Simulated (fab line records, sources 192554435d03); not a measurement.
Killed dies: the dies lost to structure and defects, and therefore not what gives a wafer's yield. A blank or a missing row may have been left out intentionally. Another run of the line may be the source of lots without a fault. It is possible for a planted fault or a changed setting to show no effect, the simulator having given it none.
fab line records	flow n5Finfet
record: lots: 9	wafers: 25	lastDay: 18
route steps=1938 shown BEOL_M1@774 BEOL_M4@1111 PASSIVATION@1936
lots that met no fault: taken from a fault-free run of the same line
startH: hours from the record's first day to the start of the lot's first wafer shown	waitH: hours elapsed since this lot's preceding step	" unchanged from the row above	L1.1+2: one row covering several wafers at once	- either no value or no given start	* or withheld: withheld	< > ~ a bound
route shown NAME@n: names a module that has steps shown in the file, with the first one's number in the route	usual: the fault-free wafers' mean and standard deviation	same: alike in all rows	chamber/n: place in a boat	sites: the reading at each site	_std_site: standard deviation across them	_edge_site: mean of outer sites minus mean of inner sites	radiusMm: how far each site lies from the wafer's centre	mask NAME#n: copy n	behind: tool/chamber where the wafer was last shaped	hold: why the lot was held/for how many hours/how that ended	device: the transistor (n, p or np) that didn't switch	end of line: the tests these same wafers got at the end of their route	for a step that has no rows: nothing shown but its recipe	killed: dies lost to structure and defects at the first sort, not the wafer's yield	map: shows each die of a wafer: x if killed, . if not, _ if none is there
set.NAME: the setting the step ran with; set.NAME@STEP: the setting that earlier step ran with	model.NAME: the simulator's own value behind a step, which no gauge read
route steps across a sampled set of lots; one table per step, one row per wafer
services: from which hour (startH, from the record's first day; less than 0 if before it) a tool's chamber was out of use, for how many hours, and why
== steps ==
step: N5_BEOL_M1_HM_OPEN_17
recipe: chemistry: Cl2/BCl3	targetDepthA: 200	overetchA: 60	target: TiN	maskMaterial: SOC	ionEnergyEv: 150	pressureMtorr: 10	icpW: 1000	biasW: 126	Cl2_flow_sccm: 53.25	bcl3FlowSccm: 21.75	Ar_flow_sccm: 25
usual: bcl3FlowSccm: 21.77/0.065	drypumpMotorCurrentA: 5.5/0.35	oesProductAu: 0.63/0.093	throttleValvePct: 22.19/0.22
lot.wafer	tool	chamber	startH	waitH	bcl3FlowSccm	drypumpMotorCurrentA	oesProductAu	rfHoursCounterH	throttleValvePct
L921.4	rieMetal-03	0	124.84	0.1	21.88	5.9	0.62	-	22.33
L921.5	"	1	"	"	21.79	5.5	0.49	-	22.44
L921.6	"	0	"	"	21.87	6.0	0.63	-	22.33
L926.1	rieMetal-02	1	153.56	0.0	21.76	5.5	0.59	84	21.89
L926.2	"	0	"	"	21.76	5.2	0.73	17	21.89
L926.6	"	1	"	"	21.72	5.5	0.59	-	21.89
L932.1	rieMetal-02	0	188.39	0.0	21.84	5.1	0.72	20	21.92
L932.2	"	1	"	"	21.76	5.5	0.58	87	21.91
L932.6	"	1	"	"	21.84	5.5	0.57	-	21.92
L937.2	rieMetal-01	1	219.61	0.0	21.77	5.1	0.60	72	22.46
L937.4	"	0	"	"	21.81	6.0	0.52	-	22.25
L938.2	rieMetal-03	1	222.90	0.0	21.76	5.5	0.77	6	22.06
L938.6	"	1	"	"	21.75	5.5	0.77	-	22.05
L939.2	rieMetal-02	0	233.01	0.0	21.82	5.1	0.72	24	21.88
L939.5	"	0	"	"	21.73	5.1	0.73	-	21.90
L939.6	"	1	"	"	21.80	5.5	0.59	-	21.91
L941.1	rieMetal-03	0	237.33	0.0	21.74	6.0	0.62	67	22.34
L941.5	"	0	"	"	21.83	6.0	0.61	-	22.33
L941.6	"	1	"	"	21.71	5.5	0.77	-	22.07
L942.2	rieMetal-03	1	248.33	0.0	21.71	5.5	0.75	9	22.06
L942.3	"	0	"	"	21.74	6.0	0.60	-	22.37
L942.5	"	0	"	"	21.78	6.0	0.60	-	22.34
L943.1	rieMetal-01	0	262.59	0.0	21.71	6.0	0.84	0	22.30
L943.3	"	1	"	"	21.73	5.2	0.59	-	22.46
L943.5	"	0	"	"	21.69	6.0	0.85	-	22.29
step: N5_BEOL_M1_STRIP_19
recipe: chemistry: O2	powerW: 400	tempC: 40	pressureMtorr: 30	rfFrequencyHz: 6e+07	biasPowerW: 0	overashFraction: 0.2	o2FlowSccm: 225
usual: drypumpMotorCurrentA: 5.7/0.45	oesProductAu: 0.79/0.062	rfVppV: 3.7/0.42	showerheadPlenumPTorr: 2.10/0.07	throttleValvePct: 16.61/0.18
lot.wafer	tool	chamber	startH	waitH	drypumpMotorCurrentA	oesProductAu	rfHoursCounterH	rfVppV	showerheadPlenumPTorr	throttleValvePct
L921.4	rieDiel-06	0	124.93	0.1	5.9	0.76	145	3.7	2.18	16.45
L921.5	"	1	"	"	5.6	0.81	-	3.5	1.94	16.72
L921.6	"	2	"	"	6.0	0.79	-	4.2	2.13	16.87
L926.1	rieDiel-05	0	153.67	0.1	5.6	0.71	196	3.7	2.09	16.84
L926.2	"	2	"	"	4.8	0.87	39	3.6	2.14	16.47
L926.6	"	3	"	"	6.1	0.78	-	3.2	2.12	16.69
L932.1	rieDiel-06	0	188.50	0.1	5.9	0.75	165	3.6	2.17	16.49
L932.2	"	3	"	"	5.7	0.75	160	3.1	2.16	16.56
L932.6	"	2	"	"	6.0	0.77	-	3.2	2.13	16.93
L937.2	rieDiel-03	2	219.72	0.1	6.1	0.74	179	3.1	2.00	16.38
L937.4	"	1	"	"	5.4	0.87	52	4.0	2.04	16.37
L938.2	rieDiel-05	0	223.01	0.1	5.6	0.69	217	4.0	2.08	16.88
L938.6	"	3	"	"	6.1	0.75	-	3.4	2.11	16.73
L939.2	rieDiel-06	3	233.13	0.1	5.7	0.74	172	3.3	2.16	16.57
L939.5	"	0	"	"	5.9	0.73	-	3.3	2.17	16.52
L939.6	"	1	"	"	5.5	0.79	-	4.1	1.93	16.77
L941.1	rieDiel-06	2	237.46	0.1	6.0	0.77	126	3.6	2.12	16.94
L941.5	"	3	"	"	5.7	0.74	-	4.2	2.16	16.58
L941.6	"	0	"	"	5.9	0.73	-	4.0	2.17	16.50
L942.2	rieDiel-05	1	248.44	0.1	6.5	0.87	26	3.6	2.05	16.47
L942.3	"	3	"	"	6.1	0.74	171	4.1	2.11	16.74
L942.5	"	3	"	"	6.1	0.74	-	3.9	2.11	16.73
L943.1	rieDiel-03	0	262.83	0.2	5.5	0.74	190	3.3	2.09	16.61
L943.3	"	1	"	"	5.4	0.85	65	3.9	2.03	16.39
L943.5	"	1	"	"	5.4	0.85	-	4.0	2.03	16.41
step: N5_BEOL_M1_ETCH_70
recipe: chemistry: N2/H2	target: SOC	targetDepthA: 800	overetchA: 160	maskMaterial: SiARC	tempC: 40	timeS: 120	ionEnergyEv: 200	pressureMtorr: 30	sourceW: 840	biasW: 150	n2FlowSccm: 200	h2FlowSccm: 200
usual: drypumpMotorCurrentA: 5.7/0.43	n2FlowSccm: 199.9/0.59	oesProductAu: 0.60/0.044	rfVppV: 524.1/2.4	showerheadPlenumPTorr: 2.54/0.084	throttleValvePct: 17.75/0.22
lot.wafer	tool	chamber	startH	waitH	drypumpMotorCurrentA	n2FlowSccm	oesProductAu	rfHoursCounterH	rfVppV	showerheadPlenumPTorr	throttleValvePct
L921.4	rieDiel-05	2	136.23	0.0	4.8	199.3	0.68	-	523.7	2.59	17.48
L921.5	"	0	"	"	5.6	199.7	0.56	-	523.6	2.52	17.90
L921.6	"	3	"	"	6.1	199.6	0.61	-	523.4	2.56	17.84
L926.1	rieDiel-05	0	163.61	0.0	5.6	199.4	0.56	200	525.0	2.52	17.90
L926.2	"	2	"	"	4.8	200.2	0.67	43	525.7	2.59	17.51
L926.6	"	0	"	"	5.6	199.2	0.55	-	524.0	2.52	17.92
L932.1	rieDiel-03	3	190.37	0.0	5.1	199.3	0.63	92	528.3	2.67	17.84
L932.2	"	1	"	"	5.4	199.4	0.67	42	523.4	2.46	17.36
L932.6	"	1	"	"	5.4	200.9	0.66	-	522.6	2.46	17.36
L937.2	rieDiel-05	1	222.17	0.0	6.5	200.8	0.69	16	522.9	2.49	17.61
L937.4	"	0	"	"	5.6	199.2	0.54	217	524.3	2.51	17.95
L938.2	rieDiel-05	1	224.06	0.0	6.5	201.5	0.69	17	523.9	2.49	17.60
L938.6	"	1	"	"	6.5	201.0	0.69	-	522.1	2.49	17.61
L939.2	rieDiel-05	2	235.60	0.0	4.8	199.4	0.65	66	525.8	2.58	17.55
L939.5	"	0	"	"	5.6	199.8	0.54	-	523.5	2.51	17.96
L939.6	"	3	"	"	6.1	200.9	0.58	-	522.8	2.55	17.91
L941.1	rieDiel-06	2	247.08	0.0	6.1	199.9	0.58	129	524.0	2.56	18.15
L941.5	"	3	"	"	5.7	199.4	0.56	-	526.5	2.63	17.73
L941.6	"	0	"	"	5.9	200.4	0.57	-	526.2	2.65	17.67
L942.2	rieDiel-03	1	257.88	0.0	5.4	200.3	0.64	63	521.6	2.45	17.38
L942.3	"	3	"	"	5.1	200.5	0.61	113	526.9	2.66	17.85
L942.5	"	1	"	"	5.4	200.5	0.64	-	521.7	2.45	17.40
L943.1	rieDiel-03	2	266.61	0.0	6.1	199.4	0.56	192	519.5	2.42	17.53
L943.3	"	1	"	"	5.4	200.6	0.64	66	523.3	2.45	17.40
L943.5	"	3	"	"	5.1	200.0	0.61	-	528.0	2.66	17.86
step: N5_BEOL_M1_TRENCH_ETCH_37
recipe: chemistry: C4F6/O2	targetDepthA: 552.07	target: SiOC	timeS: 29	ionEnergyEv: 250	pressureMtorr: 30	sourceW: 355	biasW: 185	Ar_flow_sccm: 300	C4F6_flow_sccm: 10	O2_flow_sccm: 10
usual: drypumpMotorCurrentA: 5.7/0.43	oes_f_703_au: 0.79/0.06	oesProductAu: 0.78/0.063	rfVppV: 665/14	showerheadPlenumPTorr: 2.85/0.095	throttleValvePct: 20.79/0.16
lot.wafer	tool	chamber	startH	waitH	drypumpMotorCurrentA	oes_f_703_au	oesProductAu	rfHoursCounterH	rfVppV	showerheadPlenumPTorr	throttleValvePct
L921.4	rieDiel-05	2	136.41	-	4.8	0.90	0.90	-	660	2.93	20.81
L921.5	"	0	"	"	5.6	0.75	0.72	-	650	2.82	20.92
L921.6	"	3	"	"	6.1	0.78	0.79	-	677	2.85	20.73
L926.1	rieDiel-05	0	163.81	-	5.6	0.74	0.71	200	649	2.81	20.92
L926.2	"	2	"	"	4.9	0.88	0.89	43	658	2.92	20.84
L926.6	"	0	"	"	5.6	0.74	0.71	-	650	2.81	20.93
L932.1	rieDiel-03	3	190.57	-	5.1	0.80	0.82	92	653	2.99	20.86
L932.2	"	1	"	"	5.4	0.90	0.88	42	638	2.79	20.66
L932.6	"	1	"	"	5.4	0.90	0.88	-	638	2.79	20.65
L937.2	rieDiel-05	1	222.37	-	6.5	0.89	1.21	16	678	2.80	20.75
L937.4	"	0	"	"	5.6	0.72	0.93	217	651	2.81	21.00
L938.2	rieDiel-05	1	224.26	-	6.5	0.89	1.22	17	680	2.80	20.74
L938.6	"	1	"	"	6.5	0.90	0.90	-	680	2.80	20.69
L939.2	rieDiel-05	2	235.81	-	4.8	0.84	1.15	66	658	2.91	20.93
L939.5	"	0	"	"	5.6	0.73	0.69	-	651	2.80	20.97
L939.6	"	3	"	"	6.1	0.76	0.75	-	677	2.84	20.77
L941.1	rieDiel-06	2	247.28	-	6.1	0.77	0.77	129	650	2.87	21.14
L941.5	"	3	"	"	5.7	0.71	0.73	-	682	2.96	20.92
L941.6	"	0	"	"	5.9	0.76	0.74	-	672	2.93	20.58
L942.2	rieDiel-03	1	258.08	-	5.4	0.86	0.85	63	638	2.78	20.68
L942.3	"	3	"	"	5.1	0.78	0.78	113	654	2.98	20.91
L942.5	"	1	"	"	5.4	0.87	0.86	-	637	2.78	20.69
L943.1	rieDiel-03	2	266.81	-	6.2	0.74	0.73	192	671	2.73	20.59
L943.3	"	1	"	"	5.4	0.87	0.84	66	637	2.78	20.69
L943.5	"	3	"	"	5.1	0.78	0.78	-	654	2.98	20.90
step: N5_BEOL_M1_OCD_MEAS_38
usual: trenchDepthNm: 55.0/1.1
lot.wafer	tool	chamber	startH	waitH	trenchDepthNm
L921.4	ocd-01	-	136.55	-	55.3
L921.5	"	-	"	"	54.2
L921.6	"	-	"	"	55.6
L926.1	ocd-01	-	163.97	-	53.9
L926.2	"	-	"	"	55.9
L926.6	"	-	"	"	54.3
L932.1	ocd-02	-	190.73	-	54.8
L932.2	"	-	"	"	56.9
L932.6	"	-	"	"	57.0
L937.2	ocd-02	-	222.53	-	86.1
L937.4	"	-	"	"	83.2
L938.2	ocd-01	-	224.42	-	86.1
L938.6	"	-	"	"	55.8
L939.2	ocd-02	-	235.96	-	87.2
L939.5	"	-	"	"	52.6
L939.6	"	-	"	"	54.4
L941.1	ocd-01	-	247.44	-	54.9
L941.5	"	-	"	"	53.9
L941.6	"	-	"	"	55.3
L942.2	ocd-02	-	258.24	-	56.2
L942.3	"	-	"	"	53.9
L942.5	"	-	"	"	56.8
L943.1	ocd-01	-	266.96	-	54.9
L943.3	"	-	"	"	56.5
L943.5	"	-	"	"	52.9
step: N5_BEOL_M4_RC_MEAS_101
usual: DIBL_N: 36.7/1.8	DIBL_P: 37.0/2.4	IOFF_N: 0.17/0.036	IOFF_P: 0.22/0.042	ION_N: 673/12	ION_P: 462/8.5	SS_N: 71.7/0.62	SS_P: 73.4/0.65	VT_N: 250/3.7	VT_P: -250/3.7
lot.wafer	tool	chamber	startH	waitH	DIBL_N[mV/V]	DIBL_P[mV/V]	IOFF_N[nA/um]	IOFF_P[nA/um]	ION_N[uA/um]	ION_P[uA/um]	SS_N[mV/dec]	SS_P[mV/dec]	VT_N[mV]	VT_P[mV]
L921.4	prober-01	0	190.83	0.5	38.0	39.7	0.19	0.24	682	462	72.3	73.6	247	-250
L921.5	"	0	"	"	36.5	37.5	0.16	0.20	676	460	71.0	73.5	250	-252
L921.6	"	0	"	"	37.5	39.1	0.18	0.23	678	458	71.5	74.0	248	-251
L926.1	prober-01	0	204.56	0.0	37.7	38.4	0.17	0.21	670	455	72.2	73.5	251	-253
L926.2	"	0	"	"	34.6	34.7	0.13	0.16	671	456	71.1	72.0	252	-255
L926.6	"	0	"	"	35.9	35.1	0.14	0.17	655	447	71.1	73.6	252	-254
L932.1	prober-02	0	237.03	0.0	37.4	38.1	0.18	0.23	675	459	71.5	74.1	248	-251
L932.2	"	0	"	"	36.3	37.3	0.16	0.23	687	471	71.8	73.4	249	-250
L932.6	"	0	"	"	37.2	36.4	0.16	0.21	689	470	71.9	73.1	248	-250
L938.6	prober-02	0	283.45	0.8	37.9	40.0	0.21	0.28	692	478	72.5	74.2	243	-242
L939.5	prober-02	0	287.59	0.6	36.2	32.7	0.14	0.17	662	453	71.1	72.6	253	-251
L939.6	"	0	"	"	35.7	33.9	0.16	0.20	686	471	71.4	72.8	250	-249
L941.1	prober-01	0	300.55	0.0	35.7	34.9	0.15	0.19	678	461	71.4	73.1	251	-249
L941.5	"	0	"	"	36.7	36.2	0.17	0.22	686	464	71.0	73.8	250	-249
L941.6	"	0	"	"	32.1	30.0	0.10	0.14	662	456	70.7	72.4	256	-255
L942.2	prober-02	0	302.50	0.2	38.1	36.4	0.17	0.25	687	471	71.4	73.9	247	-248
L942.3	"	0	"	"	39.6	38.4	0.20	0.29	671	462	72.5	73.2	250	-247
L942.5	"	0	"	"	37.0	35.7	0.15	0.23	683	470	70.7	73.3	249	-248
L943.1	prober-02	0	330.73	0.0	37.6	38.4	0.18	0.24	684	467	72.0	72.7	248	-250
L943.3	"	0	"	"	36.9	37.5	0.16	0.22	671	460	71.8	73.1	249	-254
L943.5	"	0	"	"	36.6	37.7	0.16	0.23	676	469	71.8	73.9	249	-251
step: N5_PASSIVATION_PROBE_49
usual: defectLimitedYield: 91.1/1.4	killed_at_M0_to_M3: 32/9.3	killed_at_M4_up: 13/5.8	killedAtContacts: 12/6.3	killedAtFrontEnd: 44/12	killedAtOther: 3.6/2.7	killedDies: 104/17	killedOnRim: 14/3.9	killedOpen: 69/13	killedShort: 34/6.9	sort_bin_5_function: 5.2/0.98	sort_bin_6_memory: 3.3/0.59	sortNPass: 1075/17	sortYieldPct: 91.1/1.4
same: grossDies: 1180	killedAtBackSide: 0	sort_bin_4_leakage[%]: 0	sort_bin_8_speed[%]: 0
lot.wafer	tool	chamber	startH	waitH	defectLimitedYield[%]	killed_at_M0_to_M3	killed_at_M4_up	killedAtContacts	killedAtFrontEnd	killedAtOther	killedDies	killedOnRim	killedOpen	killedShort	sort_bin_5_function[%]	sort_bin_6_memory[%]	sortNPass	sortYieldPct[%]
L932.1	prober-02	-	351.28	0.0	91.5	24	21	13	42	0	100	17	63	37	5.3	3.0	1080	91.5
L932.2	prober-02	-	351.33	0.1	91.1	39	9	15	42	0	105	11	64	41	4.9	3.6	1075	91.1
L932.6	prober-02	-	351.53	0.3	92.4	41	4	4	37	4	90	9	56	34	4.6	2.9	1090	92.4
L937.2	prober-02	-	376.23	0.1	4.0	1033	9	18	69	4	1133	145	91	43	7.0	3.8	47	4.0
L937.4	prober-02	-	376.33	0.2	26.3	793	8	10	53	6	870	113	77	32	4.9	3.9	310	26.3
L939.2	prober-01	-	392.20	0.1	4.1	1072	11	14	30	5	1132	146	63	30	4.4	3.2	48	4.1
L939.5	prober-01	-	392.35	0.2	91.7	26	15	19	32	6	98	12	69	29	5.3	3.0	1082	91.7
L939.6	prober-01	-	392.40	0.3	88.7	43	17	14	57	2	133	20	94	39	6.7	4.3	1047	88.7
L938.2	prober-01	-	398.22	0.1	2.6	1085	10	17	36	1	1149	150	57	25	3.9	2.5	31	2.6
L938.6	prober-01	-	398.42	0.3	91.9	24	13	14	44	1	96	13	63	32	4.7	3.0	1084	91.9
killed by level:class
L932.1 DUMMY_GATE:geometricParticle:open=11 MOL_CONTACT_COAG:geometricParticle:open=10 GATE_CUT:geometricParticle:short=7 BEOL_M3:geometricParticle:open=6 BEOL_M4:geometricParticle:open=6 FIN_SAQP:geometricParticle:short=5 BEOL_M0_SAQP:geometricParticle:open=5 FIN_SAQP:geometricParticle:open=4
L932.2 FIN_SAQP:geometricParticle:short=19 MOL_CONTACT_COAG:geometricParticle:open=14 BEOL_M0_SAQP:geometricParticle:open=13 BEOL_M0_SAQP:geometricParticle:short=10 FIN_SAQP:geometricParticle:open=8 BEOL_M3:geometricParticle:open=6 BEOL_M1:geometricParticle:open=5 DUMMY_GATE:geometricParticle:open=4
L932.6 BEOL_M3:geometricParticle:open=11 BEOL_M2:geometricParticle:open=10 SPACER0:geometricParticle:short=7 BEOL_M0_SAQP:geometricParticle:open=7 BEOL_M0_SAQP:geometricParticle:short=6 FIN_SAQP:geometricParticle:short=5 FIN_SAQP:geometricParticle:open=4 DUMMY_GATE:geometricParticle:open=4
L937.2 BEOL_M1:areaEtch=999 STI_FIN_REVEAL:geometricParticle:open=18 MOL_CONTACT_COAG:geometricParticle:open=15 GATE_CUT:geometricParticle:short=11 BEOL_M0_SAQP:geometricParticle:short=11 FIN_SAQP:geometricParticle:open=9 DUMMY_GATE:geometricParticle:open=9 BEOL_M0_SAQP:geometricParticle:open=9
L937.4 BEOL_M1:areaEtch=759 BEOL_M0_SAQP:geometricParticle:open=10 STI_FIN_REVEAL:geometricParticle:open=8 MOL_CONTACT_COAG:geometricParticle:open=8 FIN_SAQP:geometricParticle:open=7 STARTING-WAFER:geometricParticle:open=7 GATE_CUT:geometricParticle:short=6 BEOL_M3:geometricParticle:open=6
L939.2 BEOL_M1:areaEtch=1039 BEOL_M3:geometricParticle:open=12 MOL_CONTACT_COAG:geometricParticle:open=11 FIN_SAQP:geometricParticle:open=7 FIN_SAQP:geometricParticle:short=6 BEOL_M0_SAQP:geometricParticle:short=6 DUMMY_GATE:geometricParticle:open=5 BEOL_M0_SAQP:geometricParticle:open=4
L939.5 MOL_CONTACT_COAG:geometricParticle:open=13 BEOL_M3:geometricParticle:open=8 FIN_SAQP:geometricParticle:short=6 BEOL_M4:geometricParticle:open=6 MOL_CONTACT_COAG:geometricParticle:short=6 BEOL_M2:geometricParticle:open=6 STI_FIN_REVEAL:geometricParticle:open=5 FIN_SAQP:geometricParticle:open=4
L939.6 FIN_SAQP:geometricParticle:open=13 BEOL_M0_SAQP:geometricParticle:short=11 MOL_CONTACT_COAG:geometricParticle:open=10 BEOL_M4:geometricParticle:open=10 STI_FIN_REVEAL:geometricParticle:open=9 BEOL_M0_SAQP:geometricParticle:open=9 DUMMY_GATE:geometricParticle:open=7 BEOL_M3:geometricParticle:open=7
L938.2 BEOL_M1:areaEtch=1067 MOL_CONTACT_COAG:geometricParticle:open=15 FIN_SAQP:geometricParticle:open=13 FIN_SAQP:geometricParticle:short=7 BEOL_M4:geometricParticle:open=7 GATE_CUT:geometricParticle:open=5 GATE_CUT:geometricParticle:short=4 BEOL_M0_SAQP:geometricParticle:open=4
L938.6 FIN_SAQP:geometricParticle:open=13 MOL_CONTACT_COAG:geometricParticle:open=10 FIN_SAQP:geometricParticle:short=7 GATE_CUT:geometricParticle:short=6 BEOL_M0_SAQP:geometricParticle:open=5 BEOL_M4:geometricParticle:open=5 STI_FIN_REVEAL:geometricParticle:open=4 GATE_CUT:geometricParticle:open=4
== services ==
tool	chamber	startH	hours	kind
rieDiel-03	2	102.53	7.6	repair
rieMetal-01	0	104.25	9.5	repair
rieMetal-03	1	127.30	-	clean
rieMetal-03	1	127.30	16.7	scheduledDown
rieMetal-03	1	127.30	16.7	ventCycle
rieDiel-05	1	134.88	12.3	repair
rieDiel-06	1	142.70	5.8	repair
rieDiel-05	1	150.32	-	clean
rieDiel-05	1	150.32	-	consumableReplace:focusRing
rieDiel-05	1	150.32	18.0	scheduledDown
rieDiel-05	1	150.32	18.0	ventCycle
rieDiel-06	2	160.23	3.0	repair
rieMetal-01	-	170.38	0.4	repair
rieDiel-06	-	190.75	2.8	pm
rieDiel-05	0	192.21	5.8	repair
rieDiel-05	-	195.70	0.7	repair
rieDiel-03	2	225.59	2.0	repair
rieMetal-01	0	240.96	-	clean
rieMetal-01	0	240.96	16.8	scheduledDown
rieMetal-01	0	240.96	16.8	ventCycle
rieDiel-05	0	241.22	3.8	repair
== key ==
firstSign: step: N5_BEOL_M1_TRENCH_ETCH_37	reading: oesProductAu	direction: up	sigmas: 5.5	usual: 0.78	struck: 1.13
effect: step: N5_BEOL_M1_OCD_MEAS_38	reading: trenchDepthNm	direction: up	sigmas: 28	usual: 55.0	struck: 85.6
effect: step: N5_PASSIVATION_PROBE_49	reading: killed_at_M0_to_M3	direction: up	sigmas: 99+	usual: 32	struck: 996
moreKillsBornAt: N5_BEOL_M1_TRENCH_ETCH_37@rieDiel-05: 3864
metAt N5_BEOL_M1_TRENCH_ETCH_37
struckLots L937,L938,L939
struckWafers L937.2,L937.4,L938.2,L939.2
laterRowsLeftOut L937.2,L937.4,L938.2,L939.2
notActingAt N5_BEOL_M1_HM_OPEN_17,N5_BEOL_M1_STRIP_19,N5_BEOL_M1_ETCH_70
onsetBetween 163.81 222.37
fault: kind: processParameterDrift	tool: rieDiel-05	chamber: -	onsetH: 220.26	steps: N5_BEOL_M1_TRENCH_ETCH_37	channel: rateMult	offset: 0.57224	shape: step	endH: 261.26	scope: struckWafersOnly
laterRowsLeftOut: the simulator's readings of these wafers behind a module that went badly wrong aren't trusted and aren't shown, but for the sort
